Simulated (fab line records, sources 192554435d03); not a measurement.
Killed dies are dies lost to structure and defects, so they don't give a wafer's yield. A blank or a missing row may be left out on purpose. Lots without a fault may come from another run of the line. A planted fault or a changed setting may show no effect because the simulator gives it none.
fab line records | flow n5_finfet
record lots=6 wafers=18 last_day=17
route steps=1938 shown BEOL_M11@1580 PASSIVATION@1936
lots that met no fault: from a run of the same line without faults
start_h: hours from the record's first day to the start of the lot's first wafer shown | wait_h: hours since the lot's step before | " the same as in the row above | L1.1+2: a row that stands for several wafers | - no value, or no start given | * or withheld: withheld | < > ~ a bound
route shown NAME@n: a module of which the file shows steps, and the number in the route of the first | usual: mean/standard deviation of fault-free wafers | same: alike in all rows | chamber/n: place in a boat | sites: the reading at each site | _std_site: their standard deviation | _edge_site: outer sites' mean less inner sites' | radius_mm: how far each site lies from the wafer's centre | mask NAME#n: copy n | behind: the tool/chamber that last shaped the wafer | hold: why the lot was held/for how many hours/how that ended | device: the transistor (n, p or np) that didn't switch | end of line: the same wafers' tests at the end of the route | a step without rows: its recipe alone | killed: dies lost to structure and defects at the first sort, not the wafer's yield | map: a wafer's dies, x killed, . not, _ none there
set.NAME: the setting as run; set.NAME@STEP: as run at that earlier step | model.NAME: the simulator's own value behind a step, which no gauge read
lots at some steps of the route; a table a step, a row a wafer
services: from which hour (start_h, from the record's first day; less than 0 if before it) a tool's chamber was out of use, for how many hours, and why
## steps
# step N5_BEOL_M11_STRIP_77
# recipe chemistry=N2/H2 time_s=10 power_w=450 temp_c=40 pressure_mtorr=20 rf_frequency_hz=6e+07 bias_power_w=7 n2_flow_sccm=200 h2_flow_sccm=200
# usual bias_power_w=6.999/0.023 drypump_motor_current_A=5.7/0.48 oes_product_au=0.79/0.1 rf_vpp_V=59.1/0.81 showerhead_plenum_p_Torr=2.50/0.077 throttle_valve_pct=23.56/0.27
# columns lot.wafer tool chamber start_h wait_h bias_power_w drypump_motor_current_A oes_product_au rf_hours_counter_h rf_vpp_V showerhead_plenum_p_Torr throttle_valve_pct
L615.2 rie_diel-02 0 - - 7.044 5.7 0.68 243 58.8 2.62 24.39
L615.4 " 2 " " 7.044 4.7 0.90 24 60.2 2.58 23.48
L615.5 " 0 " " 7.024 5.7 0.68 - 59.5 2.62 24.40
L618.1 rie_diel-03 3 - - 7.022 5.8 0.76 120 59.7 2.56 23.65
L618.2 " 0 " " 7.038 5.1 0.98 1 58.0 2.48 23.69
L618.6 " 1 " " 7.015 6.3 0.67 - 58.3 2.60 23.32
L620.1 rie_diel-03 2 - - 6.999 5.6 0.70 236 60.0 2.48 23.90
L620.3 " 0 " " 7.044 5.1 0.95 6 59.2 2.48 23.69
L620.4 " 1 " " 6.990 6.3 0.95 3 60.6 2.60 23.04
L624.1 rie_diel-03 2 - - 6.977 5.6 0.70 245 58.0 2.48 23.89
L624.2 " 3 " " 6.997 5.8 0.75 136 58.6 2.56 23.66
L624.4 " 3 " " 7.041 5.8 0.74 - 58.3 2.56 23.67
L633.1 rie_diel-03 1 - - 6.986 6.3 0.88 29 59.3 2.59 23.07
L633.2 " 2 " " 7.031 5.7 1.00 2 60.7 2.48 23.57
L633.3 " 3 " " 7.014 5.8 0.73 153 59.9 2.55 23.71
L634.1 rie_diel-04 1 - - 6.982 5.3 0.77 145 58.3 2.44 23.52
L634.4 " 3 " " 6.959 6.3 0.96 9 59.1 2.48 23.37
L634.6 " 2 " " 7.007 5.2 0.70 - 57.9 2.51 23.49
# step N5_BEOL_M11_OCD_MEAS_38
# usual trench_depth_nm=147.8/2.8
# columns lot.wafer tool chamber start_h wait_h trench_depth_nm
L615.2 ocd-01 - 255.66 - 143.0
L615.4 " - " " 152.9
L615.5 " - " " 143.9
L618.1 ocd-01 - 258.68 - 148.5
L618.2 " - " " 150.2
L618.6 " - " " 147.3
L620.1 ocd-01 - 292.22 - 146.2
L620.3 " - " " 149.5
L620.4 " - " " 150.3
L624.1 ocd-01 - 322.90 - 146.4
L624.2 " - " " 149.5
L624.4 " - " " 149.8
L633.1 ocd-02 - 363.35 - 149.9
L633.2 " - " " 152.6
L633.3 " - " " 147.3
L634.1 ocd-01 - 379.14 - 147.7
L634.4 " - " " 147.4
L634.6 " - " " 142.9
# step N5_BEOL_M11_HM_STRIP_39
# recipe chemistry=peroxide_tin_strip material=TiN target_depth_a=250 temp_c=50 time_s=158
# step N5_BEOL_M11_SRD_40
# recipe time_s=30 temp_c=23 rinse_liquid=diw dry=ipa_marangoni
# step N5_BEOL_M11_PRECLEAN_42
# recipe chemistry=residue_remover time_s=60 temp_c=40
# step N5_BEOL_M11_SRD_43
# recipe time_s=30 temp_c=23 rinse_liquid=diw dry=ipa_marangoni
# step N5_BEOL_M11_CD_MEAS_35
# recipe target_cd_nm=70 polarity=opening
# usual cd_nm=69.9/0.72
# columns lot.wafer tool chamber start_h wait_h cd_nm
L615.2 cd_sem-02 - 255.82 0.0 70.2
L615.4 " - " " 70.6
L615.5 " - " " 70.1
L618.1 cd_sem-01 - 258.84 0.0 70.2
L618.2 " - " " 70.7
L618.6 " - " " 70.3
L620.1 cd_sem-03 - 292.37 0.0 68.4
L620.3 " - " " 68.9
L620.4 " - " " 69.0
L624.1 cd_sem-01 - 323.05 0.0 68.5
L624.2 " - " " 69.3
L624.4 " - " " 69.3
L633.1 cd_sem-01 - 363.50 0.0 69.5
L633.2 " - " " 71.3
L633.3 " - " " 70.5
L634.1 cd_sem-03 - 379.29 0.0 68.9
L634.4 " - " " 69.5
L634.6 " - " " 69.4
# step N5_BEOL_M11_CURE_72
# recipe temp_c=370 time_s=120 ambient=DMADMS/He material=SiCOH_lowk
# usual lamp_power_pct=52.31/0.054 wafer_temp_C_max=371.6/0.43
# columns lot.wafer tool chamber start_h wait_h lamp_power_pct wafer_temp_C_max
L615.2 uv_cure-01 1 255.97 0.2 52.25 372.2
L615.4 " 1 " " 52.18 371.9
L615.5 " 1 " " 52.32 373.3
L618.1 uv_cure-03 0 258.88 0.0 52.28 372.2
L618.2 " 0 " " 52.37 371.9
L618.6 " 0 " " 52.33 372.4
L620.1 uv_cure-01 2 292.42 0.0 52.36 370.6
L620.3 " 2 " " 52.29 371.1
L620.4 " 2 " " 52.28 370.9
L624.1 uv_cure-02 0 323.09 0.0 52.32 372.0
L624.2 " 0 " " 52.31 370.9
L624.4 " 0 " " 52.35 372.0
L633.1 uv_cure-01 2 363.54 0.0 52.40 371.0
L633.2 " 2 " " 52.24 371.2
L633.3 " 2 " " 52.30 370.9
L634.1 uv_cure-02 0 379.34 0.0 52.32 371.6
L634.4 " 0 " " 52.27 371.3
L634.6 " 0 " " 52.32 372.0
# step N5_BEOL_M11_DEGAS_44
# recipe ambient=vacuum temp_c=250 time_s=60
# step N5_BEOL_M11_PRE_CLEAN_45
# recipe gas=H2/He time_s=30 temp_c=250
# usual heater_power_w=333/27
# columns lot.wafer tool chamber start_h wait_h heater_power_w
L615.2 pvd_sputter-03 - 256.29 0.0 327
L615.4 " - " " 367
L615.5 " - " " 329
L618.1 pvd_sputter-03 - 259.27 0.0 326
L618.2 " - " " 378
L618.6 " - " " 376
L620.1 pvd_sputter-01 - 295.13 0.0 317
L620.3 " - " " 322
L620.4 " - " " 350
L624.1 pvd_sputter-03 - 324.81 0.0 379
L624.2 " - " " 311
L624.4 " - " " 318
L633.1 pvd_sputter-03 - 365.71 0.0 300
L633.2 " - " " 323
L633.3 " - " " 377
L634.1 pvd_sputter-03 - 379.94 0.0 325
L634.4 " - " " 311
L634.6 " - " " 383
# step N5_BEOL_M11_ALD_74
# recipe material=TaN target_thk_a=20 temp_c=275 ald_precursor_family=PDMAT ald_co_reactant=NH3 pressure_torr=3 carrier_flow_sccm=1500 pulse_time_s=2 purge_time_s=3 co_reactant_purge_time_s=2 co_reactant_pulse_time_s=3 ald_cycles=40 precursor_vessel_temp_c=75 precursor_vessel_pressure_torr=26.25 precursor_vessel_carrier_sccm=1000
# usual heater_power_w=400/52
# same co_reactant_purge_time_s=2
# columns lot.wafer tool chamber start_h wait_h heater_power_w
L615.2 ald_metal-02 0 256.41 0.1 365
L615.4 " 1 " " 419
L615.5 " 3 " " 384
L618.1 ald_metal-01 3 259.35 0.1 474
L618.2 " 0 " " 340
L618.6 " 2 " " 294
L620.1 ald_metal-04 3 295.22 0.1 442
L620.3 " 0 " " 446
L620.4 " 1 " " 381
L624.1 ald_metal-04 2 324.87 0.0 394
L624.2 " 3 " " 446
L624.4 " 0 " " 442
L633.1 ald_metal-02 2 365.85 0.1 424
L633.2 " 0 " " 367
L633.3 " 1 " " 426
L634.1 ald_metal-01 0 380.00 0.0 343
L634.4 " 3 " " 488
L634.6 " 0 " " 333
# step N5_BEOL_M11_SURFACE_TREAT_76
# recipe gas=Ar time_s=* ion_energy_ev=* ion_current_ma_cm2=0.5 pressure_mtorr=* ar_flow_sccm=30
# step N5_BEOL_M11_CVD_75
# recipe material=Co target_thk_a=20 temp_c=withheld precursor=CCTBA/H2 pressure_torr=30 time_s=138.9
# usual run_length_s=162.1/0.47
# columns lot.wafer tool chamber start_h wait_h run_length_s
L615.2 cvd_co-02 0 258.26 0.0 162.3
L615.4 " 0 " " 162.3
L615.5 " 2 " " 161.9
L618.1 cvd_co-01 1 260.10 0.4 162.5
L618.2 " 0 " " 161.3
L618.6 " 0 " " 161.4
L620.1 cvd_co-01 1 295.71 0.1 104.1
L620.3 " 2 " " 103.4
L620.4 " 1 " " 103.5
L624.1 cvd_co-01 2 325.22 0.0 103.1
L624.2 " 0 " " 161.7
L624.4 " 0 " " 103.7
L633.1 cvd_co-02 0 366.34 0.0 163.0
L633.2 " 2 " " 162.5
L633.3 " 1 " " 162.1
L634.1 cvd_co-02 2 380.40 0.0 161.9
L634.4 " 0 " " 161.9
L634.6 " 1 " " 163.2
# step N5_BEOL_M11_SPUTTER_48
# recipe material=Cu target_thk_a=120 temp_c=-20 bias_v=60 power_w=26000 chamber_pressure_pa=0.13 time_s=2
# usual chamber_pressure_pa=0.12997/0.00025 throttle_valve_pct=29.9/0.87
# columns lot.wafer tool chamber start_h wait_h chamber_pressure_pa throttle_valve_pct
L615.2 pvd_sputter-01 - 258.43 0.1 0.12997 29.6
L615.4 " - " " 0.12988 28.0
L615.5 " - " " 0.12956 30.3
L618.1 pvd_sputter-03 - 261.62 1.5 0.12971 30.8
L618.2 " - " " 0.12983 30.9
L618.6 " - " " 0.12975 31.0
L620.1 pvd_sputter-01 - 295.91 0.2 0.12982 28.3
L620.3 " - " " 0.13017 29.5
L620.4 " - " " 0.1299 29.3
L624.1 pvd_sputter-03 - 325.37 0.1 0.12941 30.7
L624.2 " - " " 0.13004 30.1
L624.4 " - " " 0.12999 30.9
L633.1 pvd_sputter-03 - 366.51 0.1 0.13019 31.0
L633.2 " - " " 0.12975 30.1
L633.3 " - " " 0.13045 30.9
L634.1 pvd_sputter-01 - 380.56 0.1 0.12986 29.7
L634.4 " - " " 0.13024 29.5
L634.6 " - " " 0.12974 29.4
# step N5_PASSIVATION_PROBE_49
# usual defect_limited_yield=91.4/1.4 killed_at_M0_to_M3=33/11 killed_at_M4_up=13/5.3 killed_at_contacts=13/6.1 killed_at_front_end=40/11 killed_at_other=2.9/2.7 killed_dies=102/17 killed_open=68/13 killed_short=32/7.5 sort_bin_5_function=5.1/0.98 sort_bin_6_memory=3.2/0.69 sort_n_pass=1077/21 sort_yield_pct=91.3/1.7
# same gross_dies=1180 killed_at_back_side=0 sort_bin_4_leakage[%]=0 sort_bin_8_speed[%]=0
# columns lot.wafer tool chamber start_h wait_h defect_limited_yield[%] killed_at_M0_to_M3 killed_at_M4_up killed_at_contacts killed_at_front_end killed_at_other killed_dies killed_open killed_short sort_bin_5_function[%] sort_bin_6_memory[%] sort_n_pass sort_yield_pct[%]
L618.1 prober-02 - 320.44 0.0 90.6 32 26 17 32 4 111 86 25 5.9 3.4 1069 90.6
L618.2 prober-02 - 320.49 0.1 91.6 44 15 18 21 1 99 61 37 5.6 2.4 1081 91.6
L618.6 prober-02 - 320.69 0.3 92.8 21 18 16 29 1 85 56 28 4.4 2.5 1095 92.8
L615.2 prober-02 - 321.72 0.1 91.4 32 18 10 38 3 101 71 27 4.9 3.2 1079 91.4
L615.4 prober-02 - 321.82 0.2 89.9 34 14 14 52 5 119 82 35 5.3 4.2 1061 89.9
L615.5 prober-02 - 321.87 0.2 90.3 36 9 16 51 3 115 84 29 6.5 2.9 1065 90.3
L620.1 prober-02 - 350.59 0.0 91.0 33 15 15 41 2 106 73 32 5.4 3.4 1074 91.0
L620.3 prober-02 - 350.69 0.1 89.4 56 12 13 44 0 125 71 49 6.7 3.3 1055 89.4
L620.4 prober-02 - 350.74 0.2 90.4 47 8 11 42 5 113 75 38 5.7 3.5 1067 90.4
L624.1 prober-02 - 372.33 0.0 91.3 30 15 19 36 3 103 69 34 5.0 3.5 1077 91.3
L624.2 prober-02 - 372.38 0.1 91.4 34 15 5 45 2 101 69 29 4.8 3.5 1079 91.4
L624.4 prober-02 - 372.48 0.2 90.8 42 14 4 40 9 109 77 30 5.9 2.9 1071 90.8
L633.1 prober-02 - 411.20 0.0 91.9 20 9 10 55 1 95 58 34 4.2 3.3 1085 91.9
L633.2 prober-02 - 411.25 0.1 91.4 35 8 13 37 8 101 63 37 5.3 3.0 1079 91.4
L634.1 prober-02 - 419.58 0.0 91.0 13 24 9 51 9 106 76 29 5.6 3.1 1074 91.0
L634.4 prober-02 - 419.73 0.2 91.1 24 21 11 43 6 105 62 40 4.7 3.6 1075 91.1
L634.6 prober-02 - 419.83 0.3 90.9 29 22 9 43 4 107 76 29 5.8 3.1 1073 90.9
# killed by level:class
L618.1 BEOL_M4:geometric_particle:open=18 BEOL_M0_SAQP:geometric_particle:open=13 MOL_CONTACT_COAG:geometric_particle:open=12 STI_FIN_REVEAL:geometric_particle:open=9 BEOL_M1:geometric_particle:open=7 BEOL_M3:geometric_particle:open=6 MOL_CONTACT_COAG:geometric_particle:short=5 FIN_SAQP:geometric_particle:open=4
L618.2 MOL_CONTACT_COAG:geometric_particle:open=16 BEOL_M0_SAQP:geometric_particle:short=12 GATE_CUT:geometric_particle:short=8 BEOL_M0_SAQP:geometric_particle:open=8 BEOL_M4:geometric_particle:open=7 BEOL_M3:geometric_particle:open=5 BEOL_M2:geometric_particle:open=5 BEOL_M5:geometric_particle:open=5
L618.6 MOL_CONTACT_COAG:geometric_particle:open=15 BEOL_M4:geometric_particle:short=7 BEOL_M1:geometric_particle:open=6 BEOL_M4:geometric_particle:open=6 GATE_CUT:geometric_particle:short=5 BEOL_M5:geometric_particle:open=5 FIN_SAQP:geometric_particle:short=4 STI_FIN_REVEAL:geometric_particle:open=4
L615.2 STI_FIN_REVEAL:geometric_particle:open=12 MOL_CONTACT_COAG:geometric_particle:open=9 BEOL_M0:geometric_particle:open=8 BEOL_M8:geometric_particle:open=8 STARTING-WAFER:geometric_particle:short=6 FIN_SAQP:geometric_particle:open=5 GATE_CUT:geometric_particle:short=5 BEOL_M0_SAQP:geometric_particle:short=5
L615.4 FIN_SAQP:geometric_particle:open=15 MOL_CONTACT_COAG:geometric_particle:open=13 FIN_SAQP:geometric_particle:short=11 STI_FIN_REVEAL:geometric_particle:open=11 BEOL_M1:geometric_particle:open=8 BEOL_M2:geometric_particle:open=7 GATE_CUT:geometric_particle:short=6 BEOL_M4:geometric_particle:open=6
L615.5 FIN_SAQP:geometric_particle:open=15 MOL_CONTACT_COAG:geometric_particle:open=13 STI_FIN_REVEAL:geometric_particle:open=12 BEOL_M2:geometric_particle:open=12 FIN_SAQP:geometric_particle:short=7 BEOL_M0:geometric_particle:open=5 BEOL_M1:geometric_particle:open=5 GATE_CUT:geometric_particle:open=4
L620.1 STI_FIN_REVEAL:geometric_particle:open=13 BEOL_M1:geometric_particle:open=11 MOL_CONTACT_COAG:geometric_particle:open=10 BEOL_M4:geometric_particle:open=10 BEOL_M3:geometric_particle:open=8 FIN_SAQP:geometric_particle:short=6 FIN_SAQP:geometric_particle:open=5 GATE_CUT:geometric_particle:short=5
L620.3 STI_FIN_REVEAL:geometric_particle:open=13 BEOL_M0_SAQP:geometric_particle:short=11 MOL_CONTACT_COAG:geometric_particle:open=10 BEOL_M3:geometric_particle:open=10 BEOL_M2:geometric_particle:open=8 BEOL_M1:geometric_particle:open=7 FIN_SAQP:geometric_particle:open=6 BEOL_M4:geometric_particle:open=6
L620.4 BEOL_M1:geometric_particle:open=18 STI_FIN_REVEAL:geometric_particle:open=14 FIN_SAQP:geometric_particle:short=12 BEOL_M0_SAQP:geometric_particle:short=8 BEOL_M3:geometric_particle:open=8 MOL_CONTACT_COAG:geometric_particle:open=7 BEOL_M0_SAQP:geometric_particle:open=7 FIN_SAQP:geometric_particle:open=5
L624.1 MOL_CONTACT_COAG:geometric_particle:open=15 BEOL_M3:geometric_particle:open=11 STI_FIN_REVEAL:geometric_particle:open=10 FIN_SAQP:geometric_particle:short=7 BEOL_M1:geometric_particle:open=7 FIN_SAQP:geometric_particle:open=5 MOL_CONTACT_COAG:geometric_particle:short=4 BEOL_M0_SAQP:geometric_particle:short=4
L624.2 FIN_SAQP:geometric_particle:open=14 BEOL_M3:geometric_particle:open=8 FIN_SAQP:geometric_particle:short=7 STI_FIN_REVEAL:geometric_particle:open=7 BEOL_M0_SAQP:geometric_particle:short=7 BEOL_M0_SAQP:geometric_particle:open=6 BEOL_M1:geometric_particle:open=6 MOL_CONTACT_COAG:geometric_particle:open=4
L624.4 BEOL_M3:geometric_particle:open=15 STI_FIN_REVEAL:geometric_particle:open=10 FIN_SAQP:geometric_particle:open=8 BEOL_M2:geometric_particle:open=8 BEOL_M0_SAQP:geometric_particle:short=7 BEOL_M0_SAQP:geometric_particle:open=6 BEOL_M4:geometric_particle:open=5 STARTING-WAFER:geometric_particle:open=5
L633.1 FIN_SAQP:geometric_particle:open=16 FIN_SAQP:geometric_particle:short=11 MOL_CONTACT_COAG:geometric_particle:open=9 DUMMY_GATE:geometric_particle:open=8 BEOL_M1:geometric_particle:open=6 BEOL_M0_SAQP:geometric_particle:short=5 STI_FIN_REVEAL:geometric_particle:open=4 BEOL_M0_SAQP:geometric_particle:open=4
L633.2 BEOL_M1:geometric_particle:open=16 MOL_CONTACT_COAG:geometric_particle:open=12 FIN_SAQP:geometric_particle:short=11 FIN_SAQP:geometric_particle:open=8 STI_FIN_REVEAL:geometric_particle:open=7 STI_FIN_REVEAL:geometric_particle:short=5 PASS1_CAP:geometric_particle:short=5 BEOL_M1:geometric_particle:short=4
L634.1 STI_FIN_REVEAL:geometric_particle:open=15 BEOL_M4:geometric_particle:open=14 FIN_SAQP:geometric_particle:open=13 FIN_SAQP:geometric_particle:short=10 MOL_CONTACT_COAG:geometric_particle:open=7 STARTING-WAFER:geometric_particle:open=5 BEOL_M0:geometric_particle:open=4 BEOL_M3:geometric_particle:open=4
L634.4 FIN_SAQP:geometric_particle:open=10 FIN_SAQP:geometric_particle:short=10 GATE_CUT:geometric_particle:short=8 BEOL_M0_SAQP:geometric_particle:open=7 MOL_CONTACT_COAG:geometric_particle:short=6 BEOL_M0:geometric_particle:open=6 BEOL_M4:geometric_particle:open=6 MOL_CONTACT_COAG:geometric_particle:open=5
L634.6 FIN_SAQP:geometric_particle:open=12 FIN_SAQP:geometric_particle:short=10 BEOL_M4:geometric_particle:open=10 MOL_CONTACT_COAG:geometric_particle:open=8 BEOL_M1:geometric_particle:open=7 BEOL_M0:geometric_particle:open=6 GATE_CUT:geometric_particle:short=5 STI_FIN_REVEAL:geometric_particle:open=5
## services
# columns tool chamber start_h hours kind
rie_diel-02 0 238.33 5.8 repair
rie_diel-03 0 241.10 - clean
rie_diel-03 0 241.10 - consumable_replace:focus_ring
rie_diel-03 0 241.10 13.3 scheduled_down
rie_diel-03 0 241.10 13.3 vent_cycle
cvd_co-02 0 260.36 15.9 repair
rie_diel-03 1 264.73 - clean
uv_cure-02 - 270.32 7.5 pm
rie_diel-03 - 271.55 14.6 pm
ald_metal-01 - 272.75 4.3 pm
ald_metal-04 1 274.31 5.4 repair
uv_cure-02 - 281.91 2.4 repair
ald_metal-01 - 286.60 28.1 pm
cvd_co-01 0 294.26 6.3 repair
uv_cure-01 - 309.58 0.8 repair
ald_metal-04 - 311.85 2.8 pm
rie_diel-03 0 318.78 21.1 repair
rie_diel-04 0 319.25 5.6 repair
uv_cure-02 - 328.53 7.5 pm
ald_metal-04 - 331.47 0.3 repair
ald_metal-02 - 350.32 2.8 pm
uv_cure-02 - 365.69 2.8 pm
ald_metal-02 2 370.59 3.1 repair
cvd_co-01 - 377.33 11.1 repair
## key
first_sign step=N5_BEOL_M11_CVD_75 reading=run_length_s direction=down sigmas=99+ usual=* struck=*
effect none on later readings
met_at N5_BEOL_M11_CVD_75
struck_wafers L620.1,L620.3,L620.4,L624.1,L624.4
onset_between 260.10 295.71
fault kind=process_parameter_drift tool=cvd_co-01 chamber=- onset_h=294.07 steps=N5_BEOL_M11_CVD_75 channel=time_s offset=* shape=step end_h=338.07 scope=struck_wafers_only acts_in=* stated=*
